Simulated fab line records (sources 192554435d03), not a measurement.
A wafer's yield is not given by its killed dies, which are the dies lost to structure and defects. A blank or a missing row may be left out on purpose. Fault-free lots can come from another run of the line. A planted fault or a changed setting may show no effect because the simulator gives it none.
Which tool did it? + flow n5 finfet + Sampling: 11 lots, 33 wafers, 7 of 1938 route steps

WHAT THE GAUGES READ, wafer by wafer
N5_BEOL_M5_RS_MEAS_57: measures by four-point-probe.
| lot  | measured     | on            | M5_RS (ohm/sq)    |
|------|--------------|---------------|-------------------|
| L927 | day 8 22:28  | film metro-01 | 0.395 0.382 0.390 |
| L926 | day 9 06:44  | film metro-01 | 0.392 0.383 0.395 |
| L928 | day 9 10:41  | film metro-02 | 0.376 0.384 0.370 |
| L929 | day 9 14:42  | film metro-02 | 0.389 0.385 0.399 |
| L931 | day 10 03:59 | film metro-02 | 0.370 0.372 0.383 |
| L933 | day 11 02:17 | film metro-01 | 0.383 0.369 0.378 |
| L937 | day 12 04:16 | film metro-01 | 0.408 0.394 0.386 |
| L942 | day 12 07:38 | film metro-01 | 0.404 0.396 0.404 |
| L940 | day 12 14:14 | film metro-02 | 0.367 0.376 0.379 |
| L945 | day 13 14:40 | film metro-01 | 0.375 0.375 0.367 |
| L947 | day 14 10:58 | film metro-01 | 0.407 0.393 0.392 |

N5_BEOL_M5_INSPECT_58: inspects for defects (darkfield).
| lot  | measured     | on                | raw defect count |
|------|--------------|-------------------|------------------|
| L927 | day 8 22:29  | defect inspect-02 | 53 45 54         |
| L926 | day 9 06:46  | defect inspect-02 | 104 58 105       |
| L928 | day 9 10:43  | defect inspect-02 | 61 79 45         |
| L929 | day 9 14:43  | defect inspect-02 | 73 74 62         |
| L931 | day 10 04:15 | defect inspect-02 | 68 65 64         |
| L933 | day 11 02:19 | defect inspect-02 | 101 27 66        |
| L937 | day 12 04:18 | defect inspect-01 | 89 62 83         |
| L942 | day 12 07:40 | defect inspect-01 | 55 100 83        |
| L940 | day 12 14:16 | defect inspect-01 | 325 77 320       |
| L945 | day 13 14:42 | defect inspect-01 | 68 62 32         |
| L947 | day 14 10:59 | defect inspect-02 | 70 59 44         |

N5_BEOL_M6_THK_MEAS_01.
| lot  | measured     | on            | M6_ILD_THK (nm)   |
|------|--------------|---------------|-------------------|
| L927 | day 8 23:06  | film metro-02 | 154.2 152.5 155.1 |
| L926 | day 9 07:23  | film metro-01 | 149.5 151.4 153.8 |
| L928 | day 9 11:20  | film metro-01 | 152.7 150.6 153.8 |
| L929 | day 9 15:50  | film metro-01 | 152.5 153.0 153.9 |
| L931 | day 10 04:53 | film metro-02 | 150.8 152.0 151.9 |
| L933 | day 11 02:55 | film metro-02 | 153.5 154.7 154.6 |
| L937 | day 12 05:19 | film metro-02 | 154.1 153.6 154.4 |
| L942 | day 12 08:17 | film metro-02 | 154.0 154.4 158.0 |
| L940 | day 12 14:56 | film metro-01 | 152.2 151.4 154.7 |
| L945 | day 13 15:20 | film metro-02 | 154.4 152.7 156.8 |
| L947 | day 14 11:36 | film metro-02 | 153.2 154.8 154.2 |

N5_BEOL_M6_INSPECT_13: inspects for defects (brightfield).
| lot  | measured     | on                | raw defect count |
|------|--------------|-------------------|------------------|
| L927 | day 9 00:44  | defect inspect-02 | 449 194 310      |
| L926 | day 9 10:07  | defect inspect-02 | 522 370 456      |
| L928 | day 9 13:26  | defect inspect-02 | 400 510 540      |
| L929 | day 9 18:05  | defect inspect-02 | 469 349 540      |
| L931 | day 10 05:41 | defect inspect-02 | 315 305 286      |
| L933 | day 11 05:52 | defect inspect-02 | 360 248 422      |
| L937 | day 12 07:26 | defect inspect-02 | 463 274 322      |
| L942 | day 12 11:04 | defect inspect-02 | 356 342 400      |
| L940 | day 12 15:29 | defect inspect-01 | 635 427 693      |
| L945 | day 13 16:32 | defect inspect-02 | 368 470 308      |
| L947 | day 14 12:56 | defect inspect-02 | 394 336 334      |

N5_BEOL_M6_INSPECT_30: inspects for defects (brightfield).
| lot  | measured     | on                | raw defect count |
|------|--------------|-------------------|------------------|
| L927 | day 9 03:19  | defect inspect-02 | 442 223 297      |
| L926 | day 9 12:49  | defect inspect-02 | 509 374 436      |
| L928 | day 9 14:26  | defect inspect-02 | 381 503 541      |
| L929 | day 9 20:12  | defect inspect-02 | 448 349 527      |
| L931 | day 10 07:22 | defect inspect-02 | 323 314 285      |
| L933 | day 11 06:53 | defect inspect-02 | 348 258 415      |
| L937 | day 12 10:24 | defect inspect-01 | 480 277 350      |
| L942 | day 12 13:15 | defect inspect-02 | 364 362 389      |
| L940 | day 12 17:17 | defect inspect-02 | 607 422 664      |
| L945 | day 13 17:35 | defect inspect-01 | 381 417 300      |
| L947 | day 14 16:52 | defect inspect-01 | 409 326 347      |

EACH LOT AND THE TOOL THAT RAN IT (in order: tool; ch and the chambers of the sampled wafers; start)
| lot  | N5_BEOL_M5_ANNEAL_49         | N5_BEOL_M5_PRE_CLEAN_77          |
|------|------------------------------|----------------------------------|
| L927 | pvd sputter-02, day 8 16:40  | cvd co-02 ch 0,1,2, day 8 22:14  |
| L926 | pvd sputter-03, day 9 00:51  | cvd co-02 ch 1,2, day 9 06:31    |
| L928 | pvd sputter-01, day 9 05:21  | cvd co-02 ch 0,1,2, day 9 10:28  |
| L929 | pvd sputter-03, day 9 09:19  | cvd co-02 ch 0,1,2, day 9 14:26  |
| L931 | pvd sputter-03, day 9 22:28  | cvd co-01 ch 0, day 10 03:42     |
| L933 | pvd sputter-01, day 10 20:56 | cvd co-01 ch 0,2, day 11 02:04   |
| L937 | pvd sputter-01, day 11 19:13 | cvd co-02 ch 0,2, day 12 04:03   |
| L942 | pvd sputter-02, day 12 02:17 | cvd co-02 ch 0,1,2, day 12 07:25 |
| L940 | pvd sputter-02, day 12 08:55 | cvd co-01 ch 0,2, day 12 14:01   |
| L945 | pvd sputter-03, day 13 09:21 | cvd co-02 ch 0,2, day 13 14:27   |
| L947 | pvd sputter-01, day 14 05:25 | cvd co-02 ch 0,1, day 14 10:44   |
- N5_BEOL_M5_ANNEAL_49: time 1800 s.
- N5_BEOL_M5_PRE_CLEAN_77: time 15 s.

AS READ BY THE TOOLS THEMSELVES (means over the sampled wafers that have a number; for cases with no such wafer, the mark the record gives instead)
N5_BEOL_M5_ANNEAL_49.
| lot  | tool           | heater power w (W) |
|------|----------------|--------------------|
| L927 | pvd sputter-02 | 752                |
| L926 | pvd sputter-03 | 831                |
| L928 | pvd sputter-01 | 814                |
| L929 | pvd sputter-03 | 787                |
| L931 | pvd sputter-03 | 744                |
| L933 | pvd sputter-01 | 793                |
| L937 | pvd sputter-01 | 818                |
| L942 | pvd sputter-02 | 816                |
| L940 | pvd sputter-02 | 851                |
| L945 | pvd sputter-03 | 731                |
| L947 | pvd sputter-01 | 796                |

N5_BEOL_M5_PRE_CLEAN_77.
| lot  | tool      | heater power w (W) |
|------|-----------|--------------------|
| L927 | cvd co-02 | 83                 |
| L926 | cvd co-02 | 88                 |
| L928 | cvd co-02 | 83                 |
| L929 | cvd co-02 | 84                 |
| L931 | cvd co-01 | 85                 |
| L933 | cvd co-01 | 84                 |
| L937 | cvd co-02 | 78                 |
| L942 | cvd co-02 | 84                 |
| L940 | cvd co-01 | 84                 |
| L945 | cvd co-02 | 80                 |
| L947 | cvd co-02 | 79                 |

THE ANSWER, worked out from the rows above alone
Rule: what is usual is taken from the lots themselves. The widest of any qualifying gaps counts: lots, ordered by their means at a reading, are off when they make up no more than a third of the lots, leave a main group of 4 or more, and stand apart from it by 3 or more times the standard deviation of that group's means. A main group whose means are all the same, to the digits that the tables above print for the reading, isn't used. A lot without any number at a reading at which 4 lots or more have one is off too. The other lots that the step has rows for count as sound. First the gauges in route order, then the tools' own readings, where a lot's mean is used as printed above. At the first step where some lot is off, the reading lying furthest off is the one used; lots without a number count as furthest.
Off, at N5_BEOL_M5_INSPECT_58 on raw defect count: L940. Mean 67 and standard deviation 12 in the main group.
If a tool, at a process step before that reading, ran all the lots that are off and no sound lot after the first of them, it fits. Gauges at N5_BEOL_M5_INSPECT_58: tried the same way as those tools. This does not decide it: 2 tools fit, namely pvd sputter-02 at N5_BEOL_M5_ANNEAL_49 and cvd co-01 at N5_BEOL_M5_PRE_CLEAN_77.

WHAT THE SIMULATOR HAD PUT IN
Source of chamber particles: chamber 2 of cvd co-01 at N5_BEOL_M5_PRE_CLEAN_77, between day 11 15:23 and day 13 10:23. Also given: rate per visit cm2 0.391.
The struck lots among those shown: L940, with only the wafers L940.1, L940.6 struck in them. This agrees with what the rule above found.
